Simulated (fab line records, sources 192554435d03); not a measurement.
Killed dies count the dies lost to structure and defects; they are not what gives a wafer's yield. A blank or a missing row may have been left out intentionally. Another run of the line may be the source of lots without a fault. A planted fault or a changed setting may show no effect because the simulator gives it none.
Matching of chambers	flow n5_finfet	4 sister chambers for N5_BEOL_M14_ETCH_67 on rie_diel-02
The step etches SiARC in CF4, target depth 143 nm, time 238.3 s. 4 wafers are shown with their chamber, then 11 later ones without.

== WAFERS, EACH WITH ITS CHAMBER ==
wafer	chamber	showerhead_plenum_p_Torr (Torr)
L087.2	0	2.02
L087.4	1	2.28
L087.6	2	2.26
L089.1	3	2.28

== WAFERS WITHOUT THEIR CHAMBER ==
wafer	showerhead_plenum_p_Torr (Torr)
L089.2	2.28
L089.5	2.02
L095.2	2.27
L095.3	2.25
L095.4	2.27
L094.2	2.27
L094.4	2.25
L094.5	2.27
L093.1	2.27
L093.4	2.27
L093.5	2.27

== WHICH CHAMBER EACH ONE RAN IN ==
wafer	from the rows above	in truth
L089.2	can't be placed: 1 or 3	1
L089.5	0	0
L095.2	can't be placed: 1 or 3 or 2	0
L095.3	2	2
L095.4	can't be placed: 1 or 3 or 2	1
L094.2	can't be placed: 1 or 3 or 2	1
L094.4	2	2
L094.5	can't be placed: 1 or 3 or 2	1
L093.1	can't be placed: 1 or 3 or 2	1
L093.4	can't be placed: 1 or 3 or 2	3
L093.5	can't be placed: 1 or 3 or 2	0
Placed correctly: 3 of 11. Can't be placed from these rows: 8 (the true chamber is among the candidates in 6). 0 placed wrongly.
How it was worked out, from the rows above alone: a wafer's distance from a chamber is the root of the sum, over the readings, of the square of ((its reading less the chamber's mean) divided by the reading's scatter). If the next closest chamber is less than 2 further off than the closest, the wafer can't be placed; otherwise it belongs to the closest. The mean given for a chamber averages the wafers shown for that chamber. The scatter: root of mean squared gap, hidden wafer to nearest shown wafer, with one shown wafer a chamber.
